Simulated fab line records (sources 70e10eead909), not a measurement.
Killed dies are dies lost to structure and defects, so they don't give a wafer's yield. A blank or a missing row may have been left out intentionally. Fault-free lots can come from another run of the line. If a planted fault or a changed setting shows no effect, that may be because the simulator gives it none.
fab line records -- flow nand-harc
record lots=13, wafers=37, last-day=33
route steps=1302 shown A_SLIT@946 A_WL_FILL@967 END@1302
lots with no fault: from the same line, run without faults
start-h: the number of hours between the record's first day and the start of the first shown wafer of the lot -- wait-h: hours elapsed since this lot's preceding step -- " the same as in the row above -- L1.1+2: one row covering several wafers at once -- - no value, or no start given -- * or withheld: withheld -- < > ~ a bound
route shown NAME@n: NAME is a module with steps in the file, n the number in the route of the first one -- usual: mean/standard deviation taken from wafers without a fault -- same: alike in all rows -- chamber/n: place in a boat -- sites: per-site readings -- _std_site: the standard deviation of these -- _edge_site: the outer-site mean with the inner-site mean subtracted -- radius-mm: how far each site lies from the wafer's centre -- mask NAME#n: copy n -- behind: tool/chamber where the wafer was last shaped -- hold: why the lot was held/for how many hours/how that ended -- device: the n, p or np transistor that did not switch -- end of line: tests of these same wafers at the route's end -- step lacking rows: just its recipe -- killed: dies that structure and defects cost at the first sort, which is not the same as the wafer's yield -- map: shows each die of a wafer: x if killed, . if not, _ if none is there
set.NAME: setting as actually run; set.NAME@STEP: the setting as run at that earlier step -- model.NAME: the simulator's own value behind a step, which no gauge read
one table for each step of the route and one row for each wafer, over a sample of lots
services: a tool's chamber out of use, with start hour (start-h, from the record's first day; less than 0 if before it), hours out, and reason
## steps
# step NHARC_A_SLIT_CD_MEAS_21
# usual cd-nm=289.8/0.88
lot.wafer,tool,chamber,start-h,wait-h,cd-nm
L971.2,cd-sem-03,-,476.55,-,290.1
L971.3,cd-sem-03,-,476.55,-,290.1
L971.5,cd-sem-03,-,476.55,-,289.6
L974.2,cd-sem-02,-,513.82,-,290.0
L974.4,cd-sem-02,-,513.82,-,289.4
L974.5,cd-sem-02,-,513.82,-,290.2
L975.2,cd-sem-01,-,517.17,-,289.6
L975.4,cd-sem-01,-,517.17,-,289.1
L975.5,cd-sem-01,-,517.17,-,287.5
L973.1,cd-sem-01,-,520.99,-,290.6
L973.5,cd-sem-01,-,520.99,-,292.0
L973.6,cd-sem-01,-,520.99,-,289.8
L977.4,cd-sem-03,-,529.02,-,288.0
L977.5,cd-sem-03,-,529.02,-,289.2
L977.6,cd-sem-03,-,529.02,-,290.2
L978.1,cd-sem-03,-,546.89,-,289.6
L978.4,cd-sem-03,-,546.89,-,290.8
L978.5,cd-sem-03,-,546.89,-,289.6
L979.1,cd-sem-03,-,562.31,-,288.8
L979.2,cd-sem-03,-,562.31,-,288.9
L979.6,cd-sem-03,-,562.31,-,290.4
L981.1,cd-sem-02,-,571.59,-,290.5
L981.3,cd-sem-02,-,571.59,-,290.3
L986.1,cd-sem-03,-,601.17,-,289.8
L986.3,cd-sem-03,-,601.17,-,288.8
L989.1,cd-sem-01,-,652.25,-,290.8
L989.3,cd-sem-01,-,652.25,-,291.0
L989.5,cd-sem-01,-,652.25,-,290.1
L991.1,cd-sem-01,-,666.46,-,288.4
L991.3,cd-sem-01,-,666.46,-,289.3
L991.4,cd-sem-01,-,666.46,-,288.8
L990.1,cd-sem-03,-,667.47,-,289.4
L990.4,cd-sem-03,-,667.47,-,288.8
L990.5,cd-sem-03,-,667.47,-,289.5
L993.1,cd-sem-01,-,678.74,-,290.7
L993.5,cd-sem-01,-,678.74,-,289.3
L993.6,cd-sem-01,-,678.74,-,289.9
# step NHARC_A_WL_FILL_STRIP_29
# recipe time-s=20, o2-flow-sccm=500, ar-flow-sccm=0, bias-w=0, chemistry=O2
# usual drypump-motor-current-A=5.7/0.44, oes-product-au=1.008/0.0095, rf-vpp-V=57.6/0.84, showerhead-plenum-p-Torr=3.50/0.12, throttle-valve-pct=17.036/0.0086
# same bias-w=0
lot.wafer,tool,chamber,start-h,wait-h,drypump-motor-current-A,oes-product-au,rf-hours-counter-h,rf-vpp-V,showerhead-plenum-p-Torr,throttle-valve-pct
L971.3,rie-diel-05,1,497.95,0.1,5.6,1.019,2.0,58.1,3.50,17.050
L971.2,rie-diel-05,2,497.95,0.1,5.7,1.024,2.1,57.4,3.31,17.036
L971.5,rie-diel-05,0,497.95,0.1,5.6,0.998,-,57.6,3.38,17.041
L974.2,rie-diel-13,0,533.79,0.1,5.8,0.997,0.0,57.6,3.39,17.040
L974.4,rie-diel-13,2,533.79,0.1,6.2,1.017,0.0,57.6,3.67,17.041
L974.5,rie-diel-13,0,533.79,0.1,5.8,0.999,-,57.7,3.39,17.025
L975.4,rie-diel-13,2,537.90,0.1,6.2,1.015,0.3,57.9,3.67,17.043
L975.2,rie-diel-13,3,537.90,0.1,6.1,1.011,0.3,56.3,3.38,17.041
L975.5,rie-diel-13,2,537.90,0.1,6.3,1.009,-,58.5,3.67,17.041
L973.1,rie-diel-13,2,537.92,0.1,6.2,1.015,0.3,57.9,3.67,17.034
L973.6,rie-diel-13,1,537.92,0.1,5.2,1.015,-,58.5,3.72,17.015
L973.5,rie-diel-13,2,537.92,0.1,6.3,1.009,-,58.3,3.67,17.037
L977.4,rie-diel-05,1,548.05,0.1,5.6,1.021,3.2,56.5,3.50,17.036
L977.5,rie-diel-05,3,548.05,0.1,5.5,1.012,-,57.5,3.56,17.031
L977.6,rie-diel-05,0,548.05,0.1,5.5,1.012,-,56.3,3.38,17.038
L978.4,rie-diel-13,0,565.47,0.1,5.8,1.000,1.5,58.9,3.39,17.040
L978.1,rie-diel-13,1,565.47,0.1,5.2,1.016,1.5,57.8,3.72,17.034
L978.5,rie-diel-13,3,565.47,0.1,6.1,1.007,-,57.6,3.38,17.034
L979.1,rie-diel-04,0,581.85,0.1,6.0,1.009,2.2,57.0,3.44,17.034
L979.2,rie-diel-04,2,581.85,0.1,5.0,1.007,2.0,58.5,3.62,17.044
L979.6,rie-diel-04,0,581.85,0.1,6.0,1.005,-,57.4,3.44,17.038
L981.1,rie-diel-04,2,589.26,0.1,5.0,1.016,2.8,57.2,3.62,17.039
L981.3,rie-diel-04,0,589.26,0.1,6.0,1.010,2.6,57.5,3.44,17.044
L986.1,rie-diel-13,3,619.30,0.1,6.1,0.991,2.5,57.0,3.38,17.033
L986.3,rie-diel-13,0,619.30,0.1,5.8,1.008,3.1,58.3,3.38,17.038
L989.1,rie-diel-13,2,670.69,0.1,6.2,1.014,4.5,58.2,3.67,17.046
L989.3,rie-diel-13,3,670.69,0.1,6.1,0.996,4.4,57.4,3.38,17.047
L989.5,rie-diel-13,0,670.69,0.1,5.8,0.999,-,57.4,3.38,17.033
L990.4,rie-diel-04,0,684.98,0.1,6.0,1.020,7.4,58.8,3.44,17.046
L990.1,rie-diel-04,1,684.98,0.1,5.8,1.032,7.9,56.8,3.46,17.046
L990.5,rie-diel-04,3,684.98,0.1,4.9,1.006,-,57.7,3.49,17.050
L991.1,rie-diel-05,0,685.00,0.1,5.5,1.015,3.4,57.6,3.38,17.022
L991.4,rie-diel-05,1,685.00,0.1,5.6,1.003,3.6,58.9,3.49,17.036
L991.3,rie-diel-05,3,685.00,0.1,5.5,1.023,3.2,58.2,3.56,17.044
L993.1,rie-diel-05,0,697.96,0.1,5.5,1.013,3.6,57.3,3.38,17.039
L993.5,rie-diel-05,1,697.96,0.1,5.6,1.014,-,57.6,3.49,17.034
L993.6,rie-diel-05,2,697.96,0.1,5.7,1.027,-,55.8,3.31,17.036
# step NHARC_A_WL_FILL_ETCHBACK_17
# recipe target-depth-a=40, time-s=26.7, chemistry=Cl2/BCl3
# usual drypump-motor-current-A=5.48/0.26, oes-product-au=1.001/0.012, run-length-s=48.2/0.39
lot.wafer,tool,chamber,start-h,wait-h,drypump-motor-current-A,oes-product-au,rf-hours-counter-h,run-length-s
L971.2,rie-metal-01,1,498.07,-,5.70,0.985,1.6,47.3
L971.3,rie-metal-01,0,498.07,-,5.14,0.994,-,48.2
L971.5,rie-metal-01,1,498.07,-,5.73,0.986,-,47.6
L974.2,rie-metal-02,1,533.89,-,5.45,1.015,1.4,48.2
L974.4,rie-metal-02,1,533.89,-,5.42,1.013,-,48.2
L974.5,rie-metal-02,0,533.89,-,5.93,1.031,-,47.9
L975.2,rie-metal-02,1,537.98,-,5.44,1.007,1.5,48.5
L975.4,rie-metal-02,0,537.98,-,5.91,1.023,-,47.9
L975.5,rie-metal-02,0,537.98,-,5.91,1.025,-,47.6
L973.1,rie-metal-01,0,538.00,-,5.14,1.000,3.1,48.1
L973.5,rie-metal-01,0,538.00,-,5.13,1.012,-,48.6
L973.6,rie-metal-01,1,538.00,-,5.70,0.976,-,47.8
L977.4,rie-metal-03,0,548.19,-,5.60,1.005,-,48.7
L977.6,rie-metal-03,1,548.19,-,5.20,1.011,-,48.1
L977.5,rie-metal-03,0,548.19,-,5.62,0.995,-,48.9
L978.1,rie-metal-01,1,565.55,-,5.72,0.979,2.0,47.7
L978.4,rie-metal-01,0,565.55,-,5.14,0.992,-,48.3
L978.5,rie-metal-01,1,565.55,-,5.74,0.974,-,48.0
L979.2,rie-metal-03,0,581.93,-,5.60,0.983,1.1,48.5
L979.1,rie-metal-03,1,581.93,-,5.23,0.990,1.1,44.1
L979.6,rie-metal-03,0,581.93,-,5.61,0.984,-,48.2
L981.1,rie-metal-03,0,589.37,-,5.62,0.989,1.4,45.0
L981.3,rie-metal-03,0,589.37,-,5.62,0.983,-,45.0
L986.1,rie-metal-03,1,619.38,-,5.21,1.003,1.7,44.6
L986.3,rie-metal-03,0,619.38,-,5.64,0.987,-,44.8
L989.1,rie-metal-03,1,670.80,-,5.20,1.007,2.8,47.8
L989.3,rie-metal-03,1,670.80,-,5.19,0.997,-,48.3
L989.5,rie-metal-03,0,670.80,-,5.62,0.994,-,48.5
L990.1,rie-metal-03,1,685.06,-,5.22,0.995,2.9,47.9
L990.4,rie-metal-03,1,685.06,-,5.20,1.012,-,47.8
L990.5,rie-metal-03,0,685.06,-,5.64,0.992,-,48.6
L991.1,rie-metal-01,0,685.09,-,5.14,1.000,2.1,48.4
L991.4,rie-metal-01,0,685.09,-,5.14,1.004,-,47.9
L991.3,rie-metal-01,1,685.09,-,5.72,0.999,-,47.4
L993.1,rie-metal-01,0,698.05,-,5.14,0.985,2.4,48.6
L993.6,rie-metal-01,1,698.05,-,5.70,0.991,-,47.5
L993.5,rie-metal-01,0,698.05,-,5.14,0.990,-,48.3
# step NHARC_A_WL_FILL_CMP_12
# recipe t-overpolish-s=30, target-thk-nm=100
# usual motor-current-A=11.9/1, overpolish-run-s=30.000/0.0099, slurry-flow-ml-min=150.0/0.52, time-to-endpoint-s=20.5/2.9
lot.wafer,tool,chamber,start-h,wait-h,motor-current-A,overpolish-run-s,slurry-flow-ml-min,time-to-endpoint-s
L971.3,cmp-03,3,504.02,0.1,12.9,30.003,149.8,18.8
L971.2,cmp-03,0,504.02,0.1,12.7,30.002,150.4,21.8
L971.5,cmp-03,2,504.02,0.1,11.6,29.989,149.9,19.6
L974.4,cmp-04,0,539.72,0.1,12.0,30.011,149.4,24.8
L974.2,cmp-04,1,539.72,0.1,11.9,29.994,150.6,21.8
L974.5,cmp-04,0,539.72,0.1,12.3,29.983,149.2,22.1
L975.2,cmp-03,1,543.76,0.2,10.7,30.017,149.5,21.1
L975.4,cmp-03,3,543.76,0.2,13.0,30.003,149.8,17.9
L975.5,cmp-03,0,543.76,0.2,12.4,30.012,150.6,18.9
L973.1,cmp-04,0,543.81,0.2,12.2,29.997,150.0,22.1
L973.5,cmp-04,2,543.81,0.2,12.8,30.027,150.4,23.4
L973.6,cmp-04,3,543.81,0.2,10.2,29.980,149.3,13.7
L977.4,cmp-03,3,554.00,0.1,13.0,29.996,149.9,18.9
L977.6,cmp-03,3,554.00,0.1,13.5,29.993,150.5,19.9
L977.5,cmp-03,0,554.00,0.1,12.4,29.992,149.0,18.4
L978.1,cmp-03,3,571.48,0.2,13.3,29.992,149.3,20.2
L978.4,cmp-03,2,571.48,0.2,11.2,29.998,149.3,18.6
L978.5,cmp-03,3,571.48,0.2,12.9,29.982,149.7,19.1
L979.1,cmp-04,0,587.81,0.1,12.2,29.987,149.5,21.1
L979.2,cmp-04,3,587.81,0.1,10.3,30.013,149.8,14.4
L979.6,cmp-04,1,587.81,0.1,12.5,30.000,150.4,21.1
L981.3,cmp-03,2,594.85,0.1,11.2,30.004,150.2,17.8
L981.1,cmp-03,3,594.85,0.1,12.7,29.991,149.9,17.3
L986.1,cmp-04,1,625.17,0.2,11.6,30.013,149.6,22.0
L986.3,cmp-04,2,625.17,0.2,12.3,29.990,149.5,23.7
L989.1,cmp-04,3,676.45,0.2,10.6,29.991,149.5,16.5
L989.3,cmp-04,0,676.45,0.2,12.1,30.013,150.0,22.0
L989.5,cmp-04,1,676.45,0.2,12.3,29.978,149.8,18.2
L991.3,cmp-04,0,690.96,0.1,12.1,30.017,150.4,23.0
L991.4,cmp-04,1,690.96,0.1,12.3,29.990,150.0,22.5
L991.1,cmp-04,2,690.96,0.1,13.0,30.006,150.3,25.8
L990.4,cmp-03,0,691.13,0.2,13.1,29.994,150.5,21.9
L990.1,cmp-03,1,691.13,0.2,10.7,29.998,150.0,25.5
L990.5,cmp-03,3,691.13,0.2,13.6,29.999,150.0,19.7
L993.1,cmp-03,0,703.99,0.2,12.8,29.986,150.5,21.5
L993.5,cmp-03,1,703.99,0.2,10.9,30.001,150.1,22.8
L993.6,cmp-03,2,703.99,0.2,11.1,30.016,149.3,19.5
# step NHARC_END_SORT_01
# recipe temp-c=25
# usual killed-at-array=59/21, killed-at-other=1.0/1.1, killed-at-periphery=4.0/2.6, killed-dies=64/21, killed-open=3.2/1.7, killed-short=2.5/1.5
# same gross-dies=677
lot.wafer,tool,chamber,start-h,wait-h,killed-at-array,killed-at-other,killed-at-periphery,killed-dies,killed-open,killed-short
L971.2,prober-01,0,602.29,2.8,44,1,3,48,2,5
L971.3,prober-01,0,603.10,3.1,55,2,2,59,3,2
L971.5,prober-01,0,604.72,3.7,47,1,8,56,2,2
L975.2,prober-01,0,630.15,2.8,55,0,1,56,5,2
L975.4,prober-01,0,631.74,3.4,53,1,2,56,4,0
L975.5,prober-01,0,632.53,3.7,51,0,4,55,1,3
# killed by level:class
L971.2 A_CHANNEL_HOLE_D1:chamber-film-flake=25 A_CHANNEL_HOLE_D2:chamber-film-flake=9 A_ONON_D2:geometric-particle:short=2 A_STAIRCASE:chamber-film-flake=2 A_SLIT:chamber-film-flake=2 P_CONTACT:geometric-particle:short=1 P_M0:geometric-particle:open=1 P_M1:geometric-particle:open=1
L971.3 A_CHANNEL_HOLE_D1:chamber-film-flake=37 A_CHANNEL_HOLE_D2:chamber-film-flake=5 A_STAIRCASE:chamber-film-flake=3 A_CONTACT:chamber-film-flake=3 THIN_TSV:chamber-film-flake=2 P_STI:geometric-particle:short=1 P_GATE:geometric-particle:open=1 A_ONON_D1:geometric-particle:open=1
L971.5 A_CHANNEL_HOLE_D1:chamber-film-flake=30 A_CHANNEL_HOLE_D2:chamber-film-flake=11 P_M1:chamber-film-flake=3 P_BONDPAD:chamber-film-flake=2 P_CONTACT:geometric-particle:open=1 A_CONTACT:geometric-particle:open=1 A_BLC:geometric-particle:short=1 A_M0:geometric-particle:short=1
L975.2 A_SLIT:chamber-film-flake=23 A_CHANNEL_HOLE_D2:chamber-film-flake=12 A_CONTACT:chamber-film-flake=7 A_STAIRCASE:chamber-film-flake=3 A_ONON_D1:geometric-particle:open=2 A_CHANNEL_HOLE_D1:chamber-film-flake=2 A_CHANNEL_HOLE_D1:geometric-particle:short=1 A_DECK1_JOINT:geometric-particle:short=1
L975.4 A_SLIT:chamber-film-flake=25 A_CHANNEL_HOLE_D2:chamber-film-flake=9 A_CONTACT:chamber-film-flake=5 A_M1:chamber-film-flake=4 A_CHANNEL_HOLE_D1:chamber-film-flake=3 A_M1:geometric-particle:open=2 A_STAIRCASE:chamber-film-flake=2 P_M1:geometric-particle:open=1
L975.5 A_SLIT:chamber-film-flake=22 A_CHANNEL_HOLE_D2:chamber-film-flake=8 A_CONTACT:chamber-film-flake=7 A_CHANNEL_HOLE_D1:chamber-film-flake=4 P_GATE:chamber-film-flake=3 A_STAIRCASE:chamber-film-flake=2 A_M1:chamber-film-flake=2 A_ONON_D1:geometric-particle:short=1
## services
tool,chamber,start-h,hours,kind
rie-metal-03,0,478.91,6.2,repair
rie-diel-13,3,487.40,15.5,repair
cmp-03,-,489.22,1.5,repair
cmp-03,-,501.04,1.5,repair
cmp-04,-,503.12,4.0,pm
rie-diel-13,2,503.20,3.3,repair
cmp-03,-,507.32,0.5,repair
cmp-04,-,517.60,3.5,repair
rie-metal-03,-,519.00,9.0,pm
rie-diel-13,-,519.01,9.0,pm
rie-metal-01,1,523.84,13.6,repair
cmp-03,-,533.27,4.4,repair
rie-diel-13,1,539.78,3.1,repair
cmp-03,-,556.32,4.0,pm
rie-metal-03,-,571.65,0.6,repair
rie-metal-01,-,575.00,9.0,pm
cmp-04,-,601.12,4.0,pm
cmp-03,-,626.29,0.8,repair
rie-metal-01,-,627.83,0.1,repair
cmp-03,-,654.32,4.0,pm
rie-diel-13,1,669.50,8.3,repair
rie-metal-03,-,696.00,9.0,pm
rie-diel-13,-,696.01,9.0,pm
cmp-04,-,699.12,4.0,pm
## key
first-sign step=NHARC_A_WL_FILL_ETCHBACK_17, reading=run-length-s, direction=down, sigmas=8.9, usual=*, struck=*
effect none on later readings
met-at NHARC_A_WL_FILL_ETCHBACK_17
struck-lots L979,L981,L986
struck-wafers L979.1,L981.1,L981.3,L986.1,L986.3
tester-left-out L979,L981,L986
not-acting-at NHARC_A_SLIT_CD_MEAS_21,NHARC_A_WL_FILL_STRIP_29,NHARC_A_WL_FILL_CMP_12
onset-between 548.19 581.93
fault kind=process-parameter-drift, tool=rie-metal-03, chamber=-, onset-h=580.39, steps=NHARC_A_WL_FILL_ETCHBACK_17, channel=time-s, offset=*, shape=step, end-h=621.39, scope=struck-wafers-only, acts-in=*, stated=*
# tester-left-out: of these lots the tester's yield and bins aren't shown, on N5 and GAA mostly nor the transistor test; their killed dies are dies lost to structure and defects alone, not to doping, threshold or leakage, so they don't give the yield
